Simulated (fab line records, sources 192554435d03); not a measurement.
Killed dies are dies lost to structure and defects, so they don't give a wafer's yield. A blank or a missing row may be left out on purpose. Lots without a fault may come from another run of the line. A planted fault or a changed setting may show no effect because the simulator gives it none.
One fault seen from 3 desks | flow n5_finfet | each desk has only its own numbers; what lay behind them comes last

THE DEFECT DESK
What the inspections along the route counted, lot by lot: means of the sampled wafers that have a number. A lot is out of limits, marked OUT, if its mean lies more than 4 standard deviations from the usual mean; the brackets give that distance.
Columns: A = raw_defect_count at N5_PMOS_HMC_CHANNEL_EPI_INSPECT_11, usual 2.1
lot  | first seen here | A
L558 | day 1 23:49     | 5.3
L559 | day 2 05:34     | 5.0
L560 | day 2 11:17     | 3.3
L576 | day 6 11:42     | 1.3
L579 | day 7 05:33     | 2.7
L580 | day 7 11:43     | 1.3
This desk's finding: nothing out of limits on any of the 6 lots.

THE METROLOGY DESK
What the gauges read, lot by lot, whatever tool the lot ran on: means of the sampled wafers that have a number. A lot is out of limits, marked OUT, if its mean lies more than 4 standard deviations from the usual mean; the brackets give that distance.
Columns: A = cd_nm at N5_PMOS_HMC_CHANNEL_EPI_CD_MEAS_09, usual 237.4 nm; B = PMOS_HMC_BLK_OVL at N5_PMOS_HMC_CHANNEL_EPI_OVL_MEAS_10, usual -0.2 nm; C = HMC_CMP_THK at N5_PMOS_HMC_CHANNEL_EPI_THK_MEAS_22, usual 54.1 nm
lot  | first seen here | A     | B    | C
L558 | day 1 23:46     | 238.5 | 0.5  | 52.6
L559 | day 2 05:31     | 236.9 | -0.1 | 54.5
L560 | day 2 11:14     | 237.2 | 0.8  | 54.2
L576 | day 6 11:39     | 237.9 | 0.6  | 47.5 (-6.0) OUT
L579 | day 7 05:30     | 237.0 | -1.1 | 54.5
L580 | day 7 11:40     | 237.4 | -0.3 | 46.3 (-7.1) OUT
This desk's finding: out of limits on L576, L580; first on L576, day 6 14:00 (HMC_CMP_THK at N5_PMOS_HMC_CHANNEL_EPI_THK_MEAS_22). In limits: L558, L559, L560, L579.

THE TOOL OWNER'S DESK: rie_si-05
The tool's own readings at N5_PMOS_HMC_CHANNEL_EPI_FIN_RECESS_16 (chemistry HBr/Cl2, target Si, target depth 54 nm, time 18 s): means of the sampled wafers that have a number, for each lot that ran on this tool. A lot is out of limits, marked OUT, if its mean lies more than 4 standard deviations from the usual mean; the brackets give that distance.
Columns: A = bias_w at N5_PMOS_HMC_CHANNEL_EPI_FIN_RECESS_16, usual 74.98 W; B = drypump_motor_current_A at N5_PMOS_HMC_CHANNEL_EPI_FIN_RECESS_16, usual 5.68 A; C = oes_product_au at N5_PMOS_HMC_CHANNEL_EPI_FIN_RECESS_16, usual 1.005 a.u.; D = throttle_valve_pct at N5_PMOS_HMC_CHANNEL_EPI_FIN_RECESS_16, usual 35.3 %
lot  | first seen here | A     | B    | C     | D
L560 | day 2 11:47     | 74.97 | 5.52 | 1.008 | 34.8
L576 | day 6 12:11     | 74.66 | 5.58 | 1.023 | 34.9
L580 | day 7 12:13     | 74.91 | 5.48 | 0.996 | 35.4
This desk's finding: nothing out of limits on any of the 3 lots.

PUT TOGETHER
The metrology desk could have raised an alarm at day 6 14:00, on L576, L580.
The defect desk saw nothing out of limits.
The tool owner's desk saw nothing out of limits.
The defect desk has L576, L580 on record, within its limits.
The tool owner's desk has L576, L580 on record, within its limits.
Of the lots named, all ran N5_PMOS_HMC_CHANNEL_EPI_FIN_RECESS_16 on rie_si-05.

WHAT THE SIMULATOR HAD PUT IN
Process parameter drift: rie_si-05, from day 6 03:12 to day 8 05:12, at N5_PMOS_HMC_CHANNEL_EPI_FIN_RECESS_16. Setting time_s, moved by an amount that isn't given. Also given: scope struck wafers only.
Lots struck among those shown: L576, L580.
Hours from the fault's start to each desk's first reading out of limits: the metrology desk, 11.
